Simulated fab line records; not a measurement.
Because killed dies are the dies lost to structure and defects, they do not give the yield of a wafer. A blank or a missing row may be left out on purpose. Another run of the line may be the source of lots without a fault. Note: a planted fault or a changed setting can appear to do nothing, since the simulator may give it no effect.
fab line records + flow n5-finfet
[record]
- lots = 14
- wafers = 42
- last-day = 18
route steps=1938 shown BEOL_M0@745 BEOL_M1@761
lots that met no fault: from a run of the same line without faults
start-h: start of the lot's first displayed wafer, in hours after the record's first day + wait-h: hours elapsed since this lot's preceding step + " unchanged from the row above + L1.1+2: one row covering several wafers at once + - either no value or no given start + * or withheld: withheld + < > ~ a bound
route shown NAME@n: names a module that has steps shown in the file, with the first one's number in the route + usual: average and standard deviation across the fault-free wafers + same: alike in all rows + chamber/n: place in a boat + sites: the reading at each site + _std_site: the values' standard deviation + _edge_site: inner sites' mean taken away from outer sites' mean + radius-mm: for every site, how far away it sits from the centre of the wafer + mask NAME#n: copy n + behind: the tool/chamber that last shaped the wafer + hold: why the lot went on hold/how many hours it stayed there/how the hold came to an end + device: the n, p or np transistor that did not switch + end of line: tests of these same wafers at the route's end + for a step that has no rows: nothing shown but its recipe + killed: dies that structure and defects cost at the first sort, which is not the same as the wafer's yield + map: dies across one wafer; x = killed, . = not, _ = none there
set.NAME: the setting as run; set.NAME@STEP: as run at that earlier step + model.NAME: the simulator's own value behind a step, which no gauge read
one table for each step of the route and one row for each wafer, over a sample of lots
services: when a tool's chamber went out of use (start-h, in hours from the record's first day, below 0 if earlier), for how many hours, and the reason
[[steps]]
[step N5_BEOL_M0_PRE_CLEAN_131]
[recipe]
- gas = NH3/H2
- time-s = 15
- temp-c = *
- rf-power-w = 300
[usual]
- heater-power-w = 79/29
- rf-fwd-power-W = 297.6/1.3
- susceptor-temp-C = *
| lot.wafer | tool      | chamber | start-h | wait-h | heater-power-w | rf-fwd-power-W | susceptor-temp-C |
|-----------|-----------|---------|---------|--------|----------------|----------------|------------------|
| L305.1    | cvd-co-02 | 2       | 125.60  | 0.0    | 102            | 295.3          | *                |
| L305.3    | "         | 0       | "       | "      | 82             | 297.9          | *                |
| L305.4    | "         | 2       | "       | "      | 99             | 296.0          | *                |
| L306.1    | cvd-co-01 | 2       | 126.06  | 0.0    | 43             | 297.2          | *                |
| L306.4    | "         | 1       | "       | "      | 76             | 297.4          | *                |
| L306.6    | "         | 2       | "       | "      | 43             | 298.3          | *                |
| L307.4    | cvd-co-02 | 0       | 133.44  | 0.2    | 81             | 298.7          | *                |
| L307.5    | "         | 2       | "       | "      | 104            | 295.9          | *                |
| L307.6    | "         | 0       | "       | "      | 81             | 298.3          | *                |
| L309.1    | cvd-co-01 | 0       | 147.40  | 0.0    | 114            | 299.1          | *                |
| L309.2    | "         | 1       | "       | "      | 77             | 300.7          | *                |
| L309.3    | "         | 2       | "       | "      | 43             | 297.4          | *                |
| L312.1    | cvd-co-01 | 2       | 166.15  | 0.0    | 43             | 298.2          | *                |
| L312.2    | "         | 0       | "       | "      | 120            | 297.3          | *                |
| L312.6    | "         | 1       | "       | "      | 77             | 297.1          | *                |
| L313.1    | cvd-co-02 | 2       | 169.70  | 0.0    | 103            | 294.7          | *                |
| L313.3    | "         | 0       | "       | "      | 82             | 299.6          | *                |
| L313.4    | "         | 1       | "       | "      | 29             | 296.9          | *                |
| L314.3    | cvd-co-01 | 2       | 170.53  | 0.0    | 43             | 298.8          | *                |
| L314.5    | "         | 1       | "       | "      | 77             | 298.9          | *                |
| L314.6    | "         | 2       | "       | "      | 44             | 298.0          | *                |
| L321.2    | cvd-co-02 | 2       | 215.20  | 0.0    | 102            | 294.7          | *                |
| L321.3    | "         | 0       | "       | "      | 82             | 297.6          | *                |
| L321.5    | "         | 2       | "       | "      | 101            | 294.8          | *                |
| L322.3    | cvd-co-02 | 2       | 218.05  | 0.0    | 104            | 296.7          | *                |
| L322.4    | "         | 0       | "       | "      | 82             | 297.2          | *                |
| L322.6    | "         | 2       | "       | "      | 103            | 296.3          | *                |
| L324.2    | cvd-co-02 | 0       | 234.99  | 0.1    | 83             | 297.1          | *                |
| L324.5    | "         | 1       | "       | "      | 29             | 296.3          | *                |
| L324.6    | "         | 0       | "       | "      | 83             | 299.0          | *                |
| L325.2    | cvd-co-01 | 0       | 240.36  | 0.0    | 118            | 297.3          | *                |
| L325.4    | "         | 1       | "       | "      | 77             | 296.6          | *                |
| L325.5    | "         | 2       | "       | "      | 44             | 297.8          | *                |
| L326.1    | cvd-co-01 | 2       | 254.10  | 0.1    | 45             | 299.1          | *                |
| L326.2    | "         | 1       | "       | "      | 76             | 298.1          | *                |
| L326.3    | "         | 0       | "       | "      | 115            | 298.4          | *                |
| L327.3    | cvd-co-02 | 0       | 256.10  | 0.0    | 82             | 299.8          | *                |
| L327.5    | "         | 1       | "       | "      | 30             | 297.8          | *                |
| L327.6    | "         | 2       | "       | "      | 101            | 295.0          | *                |
| L328.1    | cvd-co-01 | 1       | 256.89  | 0.0    | 75             | 297.1          | *                |
| L328.3    | "         | 2       | "       | "      | 44             | 298.7          | *                |
| L328.4    | "         | 2       | "       | "      | 44             | 299.7          | *                |
[step N5_BEOL_M0_DEP_125]
[recipe]
- material = SiCN
- target-thk-a = 80
- temp-c = withheld
- precursor = 3MS/NH3
- pressure-torr = 3
- rf-w = 202
- time-s = 14
[usual]
- rf-fwd-power-W = 200.0/0.82
- showerhead-plenum-p-Torr = 3.666/0.012
- throttle-valve-pct = 9.0/0.5
| lot.wafer | tool     | chamber | start-h | wait-h | rf-fwd-power-W | showerhead-plenum-p-Torr | throttle-valve-pct |
|-----------|----------|---------|---------|--------|----------------|--------------------------|--------------------|
| L305.1    | pecvd-04 | 0       | 125.82  | 0.0    | 200.1          | 3.671                    | 8.6                |
| L305.3    | "        | 2       | "       | "      | 200.1          | 3.669                    | 8.8                |
| L305.4    | "        | 1       | "       | "      | 199.7          | 3.672                    | 9.7                |
| L306.1    | pecvd-03 | 0       | 126.22  | 0.0    | 200.9          | 3.666                    | 8.3                |
| L306.4    | "        | 1       | "       | "      | 200.2          | 3.651                    | 9.6                |
| L306.6    | "        | 0       | "       | "      | 200.6          | 3.671                    | 8.4                |
| L307.4    | pecvd-01 | 1       | 133.65  | 0.0    | 198.0          | 3.657                    | 9.2                |
| L307.5    | "        | 2       | "       | "      | 201.0          | 3.677                    | 8.7                |
| L307.6    | "        | 0       | "       | "      | 199.1          | 3.656                    | 8.5                |
| L309.1    | pecvd-01 | 1       | 147.56  | 0.0    | 200.0          | 3.653                    | 9.1                |
| L309.2    | "        | 2       | "       | "      | 200.0          | 3.676                    | 8.6                |
| L309.3    | "        | 0       | "       | "      | 199.5          | 3.667                    | 8.6                |
| L312.1    | pecvd-04 | 1       | 166.30  | 0.0    | 200.5          | 3.663                    | 10.0               |
| L312.2    | "        | 2       | "       | "      | 199.6          | 3.686                    | 9.2                |
| L312.6    | "        | 1       | "       | "      | 199.2          | 3.669                    | 10.0               |
| L313.1    | pecvd-01 | 1       | 169.87  | 0.0    | 198.8          | 3.662                    | 9.1                |
| L313.3    | "        | 2       | "       | "      | 199.9          | 3.680                    | 8.7                |
| L313.4    | "        | 1       | "       | "      | 198.6          | 3.655                    | 9.3                |
| L314.3    | pecvd-04 | 0       | 170.69  | 0.0    | 200.7          | 3.657                    | 8.4                |
| L314.5    | "        | 1       | "       | "      | 201.6          | 3.664                    | 9.8                |
| L314.6    | "        | 2       | "       | "      | 199.1          | 3.689                    | 8.9                |
| L321.2    | pecvd-04 | 0       | 215.35  | 0.0    | 201.2          | 3.660                    | 8.7                |
| L321.3    | "        | 2       | "       | "      | 197.9          | 3.676                    | 9.1                |
| L321.5    | "        | 0       | "       | "      | 201.1          | 3.674                    | 8.8                |
| L322.3    | pecvd-04 | 0       | 218.20  | 0.0    | 200.8          | 3.664                    | 8.6                |
| L322.4    | "        | 2       | "       | "      | 199.9          | 3.684                    | 8.8                |
| L322.6    | "        | 0       | "       | "      | 201.1          | 3.664                    | 8.6                |
| L324.2    | pecvd-04 | 1       | 235.15  | 0.0    | 200.9          | 3.672                    | 10.2               |
| L324.5    | "        | 0       | "       | "      | 199.8          | 3.671                    | 8.8                |
| L324.6    | "        | 1       | "       | "      | 201.0          | 3.669                    | 9.9                |
| L325.2    | pecvd-03 | 1       | 240.53  | 0.0    | 200.3          | 3.650                    | 9.2                |
| L325.4    | "        | 1       | "       | "      | 201.0          | 3.650                    | 9.2                |
| L325.5    | "        | 1       | "       | "      | 199.2          | 3.654                    | 9.1                |
| L326.1    | pecvd-03 | 1       | 254.26  | 0.0    | 199.5          | 3.650                    | 9.3                |
| L326.2    | "        | 0       | "       | "      | 200.0          | 3.673                    | 8.7                |
| L326.3    | "        | 2       | "       | "      | 201.1          | 3.648                    | 8.3                |
| L327.3    | pecvd-03 | 2       | 256.26  | 0.0    | 200.4          | 3.661                    | 8.2                |
| L327.5    | "        | 2       | "       | "      | 201.7          | 3.658                    | 8.4                |
| L327.6    | "        | 0       | "       | "      | 200.2          | 3.674                    | 8.7                |
| L328.1    | pecvd-04 | 2       | 257.04  | 0.0    | 201.4          | 3.689                    | 8.8                |
| L328.3    | "        | 1       | "       | "      | 199.4          | 3.673                    | 9.9                |
| L328.4    | "        | 0       | "       | "      | 200.2          | 3.661                    | 8.7                |
[step N5_BEOL_M1_EXPOSE_08]
[recipe]
- mask-id = M1
- na = 0.33
- source-shape = dipole
- sigma-inner = 0.369
- sigma-outer = 0.767
- polarization = unpolarized
- dose-mj = 33
[usual]
- dipole-opening-deg = 79.7/0
- exposure-dose-mJ-cm2 = 32.87/0.033
| lot.wafer | tool           | chamber | start-h | wait-h | mask | dipole-opening-deg | exposure-dose-mJ-cm2 |
|-----------|----------------|---------|---------|--------|------|--------------------|----------------------|
| L305.1    | euv-scanner-01 | 0       | 127.54  | -      | M1#0 | 79.7               | 32.89                |
| L305.3    | "              | 0       | "       | "      | M1#0 | 79.7               | 32.89                |
| L305.4    | "              | 0       | "       | "      | M1#0 | 79.7               | 32.87                |
| L306.1    | euv-scanner-02 | 0       | 127.89  | -      | M1#0 | 79.7               | 32.92                |
| L306.4    | "              | 0       | "       | "      | M1#0 | 79.7               | 32.92                |
| L306.6    | "              | 0       | "       | "      | M1#0 | 79.7               | 32.93                |
| L307.4    | euv-scanner-01 | 0       | 136.51  | -      | M1#0 | 79.7               | 32.86                |
| L307.5    | "              | 0       | "       | "      | M1#0 | 79.7               | 32.83                |
| L307.6    | "              | 0       | "       | "      | M1#0 | 79.7               | 32.89                |
| L309.1    | euv-scanner-01 | 0       | 148.76  | -      | M1#0 | 79.7               | 32.84                |
| L309.2    | "              | 0       | "       | "      | M1#0 | 79.7               | 32.87                |
| L309.3    | "              | 0       | "       | "      | M1#0 | 79.7               | 32.86                |
| L312.1    | euv-scanner-01 | -       | 166.98  | -      | M1#0 | -                  | -                    |
| L312.2    | "              | -       | "       | "      | M1#0 | -                  | -                    |
| L312.6    | "              | -       | "       | "      | M1#0 | -                  | -                    |
| L313.1    | euv-scanner-01 | -       | 175.91  | -      | M1#0 | -                  | -                    |
| L313.3    | "              | -       | "       | "      | M1#0 | -                  | -                    |
| L313.4    | "              | -       | "       | "      | M1#0 | -                  | -                    |
| L314.3    | euv-scanner-01 | 0       | 176.15  | -      | M1#0 | 79.7               | 32.83                |
| L314.5    | "              | 0       | "       | "      | M1#0 | 79.7               | 32.86                |
| L314.6    | "              | 0       | "       | "      | M1#0 | 79.7               | 32.89                |
| L321.2    | euv-scanner-01 | 0       | 216.40  | -      | M1#0 | 79.7               | 32.83                |
| L321.3    | "              | 0       | "       | "      | M1#0 | 79.7               | 32.86                |
| L321.5    | "              | 0       | "       | "      | M1#0 | 79.7               | 32.86                |
| L322.3    | euv-scanner-01 | 0       | 220.09  | -      | M1#0 | 79.7               | 32.86                |
| L322.4    | "              | 0       | "       | "      | M1#0 | 79.7               | 32.86                |
| L322.6    | "              | 0       | "       | "      | M1#0 | 79.7               | 32.87                |
| L324.2    | euv-scanner-01 | 0       | 238.21  | -      | M1#0 | 79.7               | 32.89                |
| L324.5    | "              | 0       | "       | "      | M1#0 | 79.7               | 32.84                |
| L324.6    | "              | 0       | "       | "      | M1#0 | 79.7               | 32.86                |
| L325.2    | euv-scanner-02 | 0       | 245.40  | -      | M1#0 | 79.7               | 32.87                |
| L325.4    | "              | 0       | "       | "      | M1#0 | 79.7               | 32.85                |
| L325.5    | "              | 0       | "       | "      | M1#0 | 79.7               | 32.85                |
| L326.1    | euv-scanner-02 | 0       | 255.87  | -      | M1#0 | 79.7               | 32.88                |
| L326.2    | "              | 0       | "       | "      | M1#0 | 79.7               | 32.89                |
| L326.3    | "              | 0       | "       | "      | M1#0 | 79.7               | 32.91                |
| L327.3    | euv-scanner-02 | 0       | 257.01  | -      | M1#0 | 79.7               | 32.87                |
| L327.5    | "              | 0       | "       | "      | M1#0 | 79.7               | 32.85                |
| L327.6    | "              | 0       | "       | "      | M1#0 | 79.7               | 32.89                |
| L328.1    | euv-scanner-01 | 0       | 259.01  | -      | M1#0 | 79.7               | 32.83                |
| L328.3    | "              | 0       | "       | "      | M1#0 | 79.7               | 32.84                |
| L328.4    | "              | 0       | "       | "      | M1#0 | 79.7               | 32.86                |
[step N5_BEOL_M1_DESCUM_16]
[recipe]
- chemistry = O2
- time-s = 7
- source-power-w = 50
- bias-power-w = 20
- pressure-mtorr = 20
- rf-frequency-hz = 2.712e+07
- temp-c = 40
- resist = CAR-EUV
- o2-flow-sccm = 225
[usual]
- drypump-motor-current-A = 5.9/0.54
- oes-product-au = 0.77/0.092
- rf-fwd-power-W = 49.47/0.2
- rf-vpp-V = 243.5/1.3
- showerhead-plenum-p-Torr = 2.11/0.059
- throttle-valve-pct = 20.44/0.24
| lot.wafer | tool        | chamber | start-h | wait-h | drypump-motor-current-A | oes-product-au | rf-fwd-power-W | rf-hours-counter-h | rf-vpp-V | showerhead-plenum-p-Torr | throttle-valve-pct |
|-----------|-------------|---------|---------|--------|-------------------------|----------------|----------------|--------------------|----------|--------------------------|--------------------|
| L305.1    | rie-diel-02 | 1       | 127.80  | 0.0    | 6.3                     | 0.86           | 49.66          | 47                 | 242.7    | 2.14                     | 20.10              |
| L305.3    | "           | 3       | "       | "      | 6.2                     | 0.69           | 49.25          | 213                | 244.5    | 2.18                     | 20.54              |
| L305.4    | "           | 2       | "       | "      | 5.9                     | 0.71           | 49.22          | 222                | 242.2    | 1.98                     | 20.30              |
| L306.1    | rie-diel-03 | 2       | 128.26  | 0.2    | 6.0                     | 0.68           | 49.19          | 248                | 243.9    | 2.13                     | 20.70              |
| L306.4    | "           | 0       | "       | "      | 5.9                     | 0.68           | 49.55          | 249                | 243.6    | 2.03                     | 20.80              |
| L306.6    | "           | 1       | "       | "      | 5.4                     | 0.76           | 49.34          | -                  | 242.9    | 2.10                     | 20.89              |
| L307.4    | rie-diel-03 | 3       | 136.76  | 0.0    | 4.8                     | 0.74           | 49.91          | -                  | 245.1    | 2.19                     | 20.49              |
| L307.5    | "           | 2       | "       | "      | 5.9                     | 0.69           | 49.19          | -                  | 244.0    | 2.13                     | 20.69              |
| L307.6    | "           | 1       | "       | "      | 5.3                     | 0.76           | 49.56          | -                  | 241.6    | 2.10                     | 20.87              |
| L309.1    | rie-diel-05 | 2       | 149.17  | 0.2    | 6.6                     | 0.76           | 49.64          | 146                | 244.5    | 2.12                     | 20.60              |
| L309.2    | "           | 3       | "       | "      | 5.8                     | 0.72           | 49.19          | 159                | 243.8    | 2.16                     | 20.59              |
| L309.3    | "           | 0       | "       | "      | 6.6                     | 0.77           | 49.30          | 143                | 243.2    | 2.03                     | 20.19              |
| L312.1    | rie-diel-02 | 1       | 167.71  | 0.5    | 6.3                     | 0.84           | 49.30          | 60                 | 243.8    | 2.14                     | 20.13              |
| L312.2    | "           | 2       | "       | "      | 5.9                     | 0.70           | 49.17          | 235                | 240.9    | 1.98                     | 20.34              |
| L312.6    | "           | 2       | "       | "      | 5.9                     | 0.71           | 49.27          | -                  | 240.6    | 1.98                     | 20.32              |
| L313.1    | rie-diel-02 | 0       | 176.16  | 0.0    | 5.2                     | 0.70           | 49.65          | 226                | 244.0    | 2.12                     | 20.15              |
| L313.3    | "           | 1       | "       | "      | 6.3                     | 0.84           | 49.57          | 62                 | 243.4    | 2.14                     | 20.14              |
| L313.4    | "           | 2       | "       | "      | 5.9                     | 0.70           | 49.40          | 237                | 241.8    | 1.98                     | 20.33              |
| L314.3    | rie-diel-05 | 3       | 176.39  | 0.0    | 5.8                     | 0.71           | 49.49          | 166                | 244.3    | 2.15                     | 20.60              |
| L314.5    | "           | 2       | "       | "      | 6.6                     | 0.75           | 49.55          | -                  | 244.4    | 2.12                     | 20.61              |
| L314.6    | "           | 3       | "       | "      | 5.8                     | 0.71           | 49.29          | -                  | 242.4    | 2.15                     | 20.60              |
| L321.2    | rie-diel-05 | 2       | 216.64  | 0.0    | 6.6                     | 0.75           | 49.61          | 169                | 242.6    | 2.11                     | 20.61              |
| L321.3    | "           | 3       | "       | "      | 5.8                     | 0.70           | 49.61          | 181                | 244.5    | 2.15                     | 20.62              |
| L321.5    | "           | 0       | "       | "      | 6.6                     | 0.75           | 49.32          | -                  | 240.2    | 2.02                     | 20.21              |
| L322.3    | rie-diel-05 | 3       | 220.33  | 0.0    | 5.8                     | 0.70           | 49.37          | 182                | 242.4    | 2.15                     | 20.63              |
| L322.4    | "           | 0       | "       | "      | 6.6                     | 0.74           | 49.50          | 166                | 240.7    | 2.02                     | 20.21              |
| L322.6    | "           | 0       | "       | "      | 6.6                     | 0.75           | 49.33          | -                  | 241.5    | 2.02                     | 20.23              |
| L324.2    | rie-diel-05 | 1       | 238.45  | 0.0    | 5.3                     | 0.97           | 49.80          | 6                  | 245.0    | 2.14                     | 20.34              |
| L324.5    | "           | 2       | "       | "      | 6.6                     | 0.74           | 49.44          | -                  | 241.3    | 2.11                     | 20.62              |
| L324.6    | "           | 1       | "       | "      | 5.3                     | 0.97           | 49.56          | -                  | 244.9    | 2.14                     | 20.33              |
| L325.2    | rie-diel-03 | 2       | 246.09  | 0.5    | 6.0                     | 0.93           | 49.19          | 24                 | 242.3    | 2.12                     | 20.29              |
| L325.4    | "           | 0       | "       | "      | 5.9                     | 0.91           | 49.31          | 34                 | 241.9    | 2.02                     | 20.30              |
| L325.5    | "           | 2       | "       | "      | 6.0                     | 0.95           | 48.97          | -                  | 244.0    | 2.12                     | 20.29              |
| L326.1    | rie-diel-02 | 1       | 256.11  | 0.0    | 6.3                     | 0.80           | 49.59          | 87                 | 244.5    | 2.13                     | 20.16              |
| L326.2    | "           | 2       | "       | "      | 5.9                     | 0.95           | 49.48          | 5                  | 245.8    | 2.24                     | 20.05              |
| L326.3    | "           | 3       | "       | "      | 6.2                     | 0.66           | 49.60          | 247                | 242.9    | 2.17                     | 20.61              |
| L327.3    | rie-diel-05 | 1       | 257.25  | 0.0    | 5.3                     | 0.97           | 49.62          | 11                 | 243.7    | 2.14                     | 20.35              |
| L327.5    | "           | 1       | "       | "      | 5.3                     | 0.97           | 49.60          | -                  | 242.8    | 2.14                     | 20.34              |
| L327.6    | "           | 0       | "       | "      | 6.6                     | 0.74           | 49.20          | -                  | 241.2    | 2.02                     | 20.23              |
| L328.1    | rie-diel-02 | 1       | 259.26  | 0.0    | 6.3                     | 0.81           | 49.46          | 89                 | 243.9    | 2.13                     | 20.16              |
| L328.3    | "           | 2       | "       | "      | 5.9                     | 0.92           | 49.36          | 7                  | 245.8    | 2.24                     | 20.06              |
| L328.4    | "           | 2       | "       | "      | 5.9                     | 0.93           | 49.29          | -                  | 245.6    | 2.24                     | 20.05              |
[[services]]
| tool           | chamber | start-h | hours | kind                          |
|----------------|---------|---------|-------|-------------------------------|
| euv-scanner-02 | -       | 105.93  | 0.6   | repair                        |
| cvd-co-02      | 1       | 114.67  | -     | clean                         |
| cvd-co-02      | 1       | 114.67  | 22.0  | scheduled-down                |
| cvd-co-02      | 1       | 114.67  | 22.0  | vent-cycle                    |
| rie-diel-05    | 3       | 120.53  | 12.2  | repair                        |
| euv-scanner-01 | -       | 124.19  | 1.0   | pm                            |
| rie-diel-05    | 0       | 130.14  | 5.3   | repair                        |
| euv-scanner-02 | -       | 131.32  | 5.8   | pm                            |
| euv-scanner-02 | -       | 143.58  | 1.0   | pm                            |
| euv-scanner-02 | -       | 145.54  | 2.4   | repair                        |
| rie-diel-02    | -       | 145.77  | 0.3   | repair                        |
| cvd-co-01      | 2       | 150.93  | 11.7  | repair                        |
| euv-scanner-01 | -       | 153.59  | 6.2   | repair                        |
| euv-scanner-01 | -       | 180.34  | 1.0   | pm                            |
| pecvd-04       | 0       | 182.03  | 5.5   | scheduled-down                |
| pecvd-03       | -       | 183.37  | 1.1   | repair                        |
| rie-diel-05    | 1       | 196.49  | -     | clean                         |
| rie-diel-05    | 1       | 196.49  | -     | consumable-replace:focus-ring |
| rie-diel-05    | 1       | 196.49  | 20.2  | scheduled-down                |
| euv-scanner-02 | -       | 199.73  | 1.0   | pm                            |
| pecvd-01       | -       | 224.41  | 0.5   | repair                        |
| euv-scanner-01 | -       | 236.49  | 1.0   | pm                            |
| pecvd-01       | 1       | 254.45  | 48.9  | repair                        |
| euv-scanner-02 | -       | 257.99  | 1.0   | pm                            |
[[key]]
[first-sign]
- step = N5_BEOL_M1_EXPOSE_08
- reading = tool-record
- direction = missing
effect none on later readings
met-at N5_BEOL_M1_EXPOSE_08
struck-lots L312,L313
later-rows-left-out L312.1,L312.2,L312.6,L313.1,L313.3,L313.4
sort-left-out L312.1,L312.2,L312.6,L313.1,L313.3,L313.4
not-acting-at N5_BEOL_M0_PRE_CLEAN_131,N5_BEOL_M0_DEP_125,N5_BEOL_M1_DESCUM_16
onset-between 148.76 166.98
[fault]
- kind = skipped-step-whole
- tool = euv-scanner-01
- chamber = -
- onset-h = 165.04
- steps = N5_BEOL_M1_EXPOSE_08
- scope = struck-lots-only
// sort-left-out: the simulated sort isn't trusted on such a fault, so these wafers' sort isn't shown, and their yield isn't known
// later-rows-left-out: the simulator's readings of these wafers behind a module that went badly wrong aren't trusted and aren't shown, but for the sort
